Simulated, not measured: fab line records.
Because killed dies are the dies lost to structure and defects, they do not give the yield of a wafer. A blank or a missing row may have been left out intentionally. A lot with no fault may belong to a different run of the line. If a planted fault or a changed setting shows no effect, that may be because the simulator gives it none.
Matching of chambers + flow nand_harc + 4 sister chambers for NHARC_P_M1_CMP_23 on cmp-01
The step polishes, t overpolish 20 s, target thk 157.82 nm. 24 wafers are shown with their chamber, then 12 later ones without.

== WAFERS, EACH WITH ITS CHAMBER ==
| wafer  | chamber | motor_current_A (A) | time_to_endpoint_s (s) |
|--------|---------|---------------------|------------------------|
| L078.1 | 2       | 11.3                | 30.2                   |
| L078.2 | 0       | 13.4                | 31.2                   |
| L078.5 | 3       | 11.6                | 31.4                   |
| L079.1 | 3       | 11.2                | 33.1                   |
| L079.2 | 2       | 11.5                | 31.7                   |
| L079.5 | 0       | 13.5                | 31.0                   |
| L083.2 | 0       | 13.7                | 27.1                   |
| L083.4 | 3       | 10.9                | 30.8                   |
| L083.6 | 1       | 11.3                | 27.8                   |
| L085.2 | 3       | 10.8                | 28.2                   |
| L085.4 | 2       | 11.2                | 28.7                   |
| L085.6 | 3       | 10.5                | 28.9                   |
| L086.3 | 3       | 11.0                | 24.8                   |
| L086.5 | 0       | 13.7                | 25.0                   |
| L086.6 | 3       | 10.8                | 24.8                   |
| L090.2 | 3       | 11.6                | 29.0                   |
| L090.3 | 0       | 13.7                | 26.4                   |
| L090.4 | 2       | 11.3                | 30.1                   |
| L091.2 | 3       | 10.7                | 28.8                   |
| L091.4 | 0       | 14.0                | 27.1                   |
| L091.6 | 2       | 11.5                | 29.1                   |
| L092.1 | 3       | 11.2                | 28.4                   |
| L092.3 | 0       | 13.5                | 27.3                   |
| L092.6 | 0       | 12.8                | 29.1                   |

SIGNATURES, as means of the wafers listed above
| reading            | chamber 0 | chamber 1 | chamber 2 | chamber 3 | scatter within a chamber |
|--------------------|-----------|-----------|-----------|-----------|--------------------------|
| motor_current_A    | 13.537    | 11.300    | 11.360    | 11.030    | 0.328                    |
| time_to_endpoint_s | 28.025    | 27.800    | 29.960    | 28.820    | 2.25                     |
Rule: for a wafer and a chamber, the distance is found by dividing, reading by reading, the gap between the wafer's reading and the chamber's mean by the reading's scatter, squaring, summing and taking the root. The wafer belongs to the nearest chamber; if the next one is less than 2 further off, it can't be placed. How the scatter is found: for the shown wafers, subtract from each reading the mean of its chamber, square and add these, divide the total by (wafers less chambers), then take the root.

== WAFERS MISSING THEIR CHAMBER ==
| wafer  | motor_current_A (A) | time_to_endpoint_s (s) |
|--------|---------------------|------------------------|
| L094.1 | 12.8                | 25.1                   |
| L094.2 | 11.3                | 28.0                   |
| L094.6 | 10.8                | 27.4                   |
| L096.3 | 11.2                | 28.3                   |
| L096.4 | 11.4                | 29.4                   |
| L096.5 | 11.0                | 27.7                   |
| L097.1 | 11.6                | 25.5                   |
| L097.2 | 12.0                | 26.9                   |
| L097.3 | 13.5                | 24.5                   |
| L097.4 | 11.3                | 24.7                   |
| L097.5 | 13.4                | 26.3                   |
| L097.6 | 10.8                | 28.3                   |

== EACH ONE'S CHAMBER ==
| wafer  | from the rows above          | in truth |
|--------|------------------------------|----------|
| L094.1 | 0                            | 0        |
| L094.2 | can't be placed: 1 or 2 or 3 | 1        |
| L094.6 | can't be placed: 3 or 1 or 2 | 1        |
| L096.3 | can't be placed: 1 or 3 or 2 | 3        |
| L096.4 | can't be placed: 2 or 1 or 3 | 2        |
| L096.5 | can't be placed: 3 or 1 or 2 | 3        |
| L097.1 | can't be placed: 1 or 2 or 3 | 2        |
| L097.2 | can't be placed: 1 or 2 or 3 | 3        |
| L097.3 | 0                            | 0        |
| L097.4 | can't be placed: 1 or 3 or 2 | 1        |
| L097.5 | 0                            | 0        |
| L097.6 | can't be placed: 3 or 1 or 2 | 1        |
Correct placement for 3 of the 12. Not placeable from these rows: 9 (in 9, the candidates include the true chamber). Number placed wrongly: 0.
